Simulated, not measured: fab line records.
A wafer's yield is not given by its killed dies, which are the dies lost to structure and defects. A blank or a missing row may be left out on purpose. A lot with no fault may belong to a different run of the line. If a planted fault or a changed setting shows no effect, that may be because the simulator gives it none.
Which tool is to blame? | flow nand harc | 13 lots, 39 wafers sampled, at 5 steps of a route of 1159

## WHAT EACH GAUGE READ, for each wafer
NHARC_A_BONDPAD_CD_MEAS_13. Usual: 500.6 nm for cd nm, sd 1.9.
lot  | measured     | on        | cd nm (nm)        | flag
L338 | day 18 09:22 | cd sem-01 | 504.2 502.9 501.1 |
L340 | day 18 10:01 | cd sem-03 | 499.1 497.4 497.4 |
L337 | day 18 14:07 | cd sem-01 | 498.6 501.8 502.6 |
L339 | day 18 13:41 | cd sem-01 | 502.7 498.5 501.0 |
L342 | day 19 07:28 | cd sem-03 | 498.3 500.7 501.5 |
L341 | day 19 13:31 | cd sem-02 | 503.2 501.9 501.3 |
L344 | day 19 17:28 | cd sem-02 | 502.3 499.6 502.2 |
L343 | day 20 07:37 | cd sem-02 | 499.0 502.7 503.4 |
L348 | day 21 03:22 | cd sem-02 | 500.9 502.7 501.2 |
L346 | day 21 04:04 | cd sem-02 | 500.0 501.7 500.1 |
L350 | day 21 17:11 | cd sem-01 | 498.5 499.9 497.9 |
L353 | day 23 03:02 | cd sem-02 | 498.9 501.7 500.6 |
L356 | day 23 07:31 | cd sem-02 | 500.3 500.2 500.1 |

NHARC_END_SORT_01. Usual: killed at array 25, standard deviation 9.2; killed at other 0.9, standard deviation 1.3; killed at periphery 3.3, standard deviation 2.3; killed dies 29, standard deviation 9.6; killed open 3.2, standard deviation 1.8; killed short 2, standard deviation 1.4.
lot  | measured     | on        | killed at array | killed at other | killed at periphery | killed dies | killed open | killed short | flag
L353 | day 24 16:02 | prober-02 | 86 102 37       | 1 0 0           | 3 2 6               | 90 104 43   | 2 3 3       | 2 1 0        | OFF
L356 | day 24 23:00 | prober-02 | 39 103 104      | 0 1 1           | 5 5 3               | 44 109 108  | 2 3 1       | 1 1 0        | OFF

## TOOL THAT RAN EACH LOT (tool first, then ch and the chambers of the sampled wafers, then the start)
lot  | NHARC_A_CONTACT_ETCH_120             | NHARC_A_M1_ANNEAL_31             | NHARC_A_BONDPAD_DESCUM_11
L338 | har cap etch-02 ch 0,1, day 16 19:23 | rtp anneal-02 ch 0, day 18 05:22 | rie diel-06 ch 1,2, day 18 09:01
L340 | har cap etch-02 ch 0,1, day 16 21:19 | rtp anneal-01 ch 0, day 18 05:49 | rie diel-03 ch 0,2,3, day 18 09:41
L337 | har cap etch-03 ch 0,1, day 17 01:37 | rtp anneal-01 ch 0, day 18 10:44 | rie diel-03 ch 1,2,3, day 18 13:44
L339 | har cap etch-01 ch 0,1, day 17 03:07 | rtp anneal-01 ch 0, day 18 10:25 | rie diel-03 ch 2,3, day 18 13:23
L342 | har cap etch-03 ch 0,1, day 17 21:12 | rtp anneal-02 ch 0, day 19 04:15 | rie diel-06 ch 0,2,3, day 19 07:08
L341 | har cap etch-02 ch 0,1, day 18 04:57 | rtp anneal-02 ch 0, day 19 10:22 | rie diel-03 ch 0,1,2, day 19 13:12
L344 | har cap etch-03 ch 0,1, day 18 06:34 | rtp anneal-01 ch 0, day 19 14:12 | rie diel-03 ch 0,1,3, day 19 17:09
L343 | har cap etch-03 ch 0,1, day 18 21:59 | rtp anneal-02 ch 0, day 20 04:19 | rie diel-06 ch 0,2, day 20 07:17
L348 | har cap etch-03 ch 0,1, day 19 14:19 | rtp anneal-02 ch 0, day 21 00:22 | rie diel-03 ch 1,2,3, day 21 03:04
L346 | har cap etch-02 ch 0,1, day 19 18:46 | rtp anneal-02 ch 0, day 21 00:45 | rie diel-05 ch 0,1,3, day 21 03:45
L350 | har cap etch-02 ch 0,1, day 20 01:10 | rtp anneal-01 ch 0, day 21 14:00 | rie diel-06 ch 0,1,3, day 21 16:52
L353 | har cap etch-03 ch 0,1, day 21 18:41 | rtp anneal-02 ch 0, day 22 23:39 | rie diel-06 ch 1,2,3, day 23 02:43
L356 | har cap etch-03 ch 0,1, day 21 22:13 | rtp anneal-01 ch 0, day 23 04:14 | rie diel-03 ch 0,2,3, day 23 07:11
- NHARC_A_CONTACT_ETCH_120: etches the open film in C4F8/O2/Ar, time 94 s, target depth 922 nm.
- NHARC_A_M1_ANNEAL_31: time 90 s.
- NHARC_A_BONDPAD_DESCUM_11: chemistry O2, time 3 s.

## AS READ BY THE TOOLS THEMSELVES (means over the sampled wafers that have a number; for cases with no such wafer, the mark the record gives instead)
NHARC_A_M1_ANNEAL_31. Usual: 226.3 for wafer_temp_C_max, sd 0.35.
lot  | tool          | wafer_temp_C_max | flag
L338 | rtp anneal-02 | 226.6            |
L340 | rtp anneal-01 | 226.0            |
L337 | rtp anneal-01 | 226.2            |
L339 | rtp anneal-01 | 226.0            |
L342 | rtp anneal-02 | 226.5            |
L341 | rtp anneal-02 | 226.6            |
L344 | rtp anneal-01 | 226.3            |
L343 | rtp anneal-02 | 226.3            |
L348 | rtp anneal-02 | 226.5            |
L346 | rtp anneal-02 | 226.3            |
L350 | rtp anneal-01 | 225.9            |
L353 | rtp anneal-02 | 226.5            |
L356 | rtp anneal-01 | 226.0            |

NHARC_A_BONDPAD_DESCUM_11. Usual: drypump motor current A 5.6 A, standard deviation 0.45; mfc ar sccm 0.011 sccm, standard deviation 0.012; oes product au 0.996 a.u., standard deviation 0.0092; rf vpp V 57.8 V, standard deviation 1; showerhead plenum p Torr 1.91 Torr, standard deviation 0.11; throttle valve pct 11.311 %, standard deviation 0.0097.
lot  | tool        | drypump motor current A (A) | mfc ar sccm (sccm) | oes product au (a.u.) | rf vpp V (V) | showerhead plenum p Torr (Torr) | throttle valve pct (%) | flag
L338 | rie diel-06 | 5.2                         | 0.002              | 0.999                 | 57.0         | 1.79                            | 11.309                 |
L340 | rie diel-03 | 5.5                         | 0.013              | 0.993                 | 57.7         | 2.01                            | 11.311                 |
L337 | rie diel-03 | 5.8                         | 0.010              | 0.997                 | 58.8         | 1.96                            | 11.311                 |
L339 | rie diel-03 | 5.4                         | 0.010              | 1.002                 | 58.9         | 2.06                            | 11.313                 |
L342 | rie diel-06 | 5.8                         | 0.017              | 0.995                 | 58.7         | 1.89                            | 11.310                 |
L341 | rie diel-03 | 5.9                         | 0.013              | 0.983                 | 58.0         | 1.91                            | 11.309                 |
L344 | rie diel-03 | 5.7                         | 0.003              | 0.986                 | 57.4         | 1.92                            | 11.310                 |
L343 | rie diel-06 | 5.9                         | 0.009              | 0.996                 | 57.9         | 1.82                            | 11.315                 |
L348 | rie diel-03 | 5.8                         | 0.010              | 0.992                 | 58.3         | 1.96                            | 11.304                 |
L346 | rie diel-05 | 5.7                         | 0.006              | 1.004                 | 58.0         | 1.88                            | 11.313                 |
L350 | rie diel-06 | 5.4                         | 0.014              | 0.996                 | 57.7         | 1.89                            | 11.310                 |
L353 | rie diel-06 | 5.5                         | 0.013              | 0.996                 | 57.1         | 1.85                            | 11.310                 |
L356 | rie diel-03 | 5.5                         | 0.013              | 0.996                 | 58.9         | 2.00                            | 11.320                 |

## THE ANSWER, worked out from the rows above alone
Rule: lot off if the mean of its wafers having a number is beyond 3 standard deviations from the usual mean. A lot without any number at a reading at which 4 lots or more have one is off too. Where the step has rows for the other lots, those lots are counted as sound. After the gauges, taken in route order, come the tools' own readings; for these a lot's mean is taken, as printed above. The first step at which some lot is off is used, and at that step the reading that is off furthest; a lot without a number counts as furthest.
Off, at NHARC_END_SORT_01 on killed at array: L353, L356. Neither off nor sound, because the step has no rows for them: L338, L340, L337, L339, L342, L341, L344, L343, L348, L346, L350.
A tool fits if, at a process step before that reading, it ran every lot that is off, and no sound lot after the first of them. The gauges at NHARC_END_SORT_01 are tried like those tools. This does not decide it: 2 tools fit, namely har cap etch-03 at NHARC_A_CONTACT_ETCH_120 and prober-02 at NHARC_END_SORT_01.

## WHAT THE SIMULATOR HAD INSERTED
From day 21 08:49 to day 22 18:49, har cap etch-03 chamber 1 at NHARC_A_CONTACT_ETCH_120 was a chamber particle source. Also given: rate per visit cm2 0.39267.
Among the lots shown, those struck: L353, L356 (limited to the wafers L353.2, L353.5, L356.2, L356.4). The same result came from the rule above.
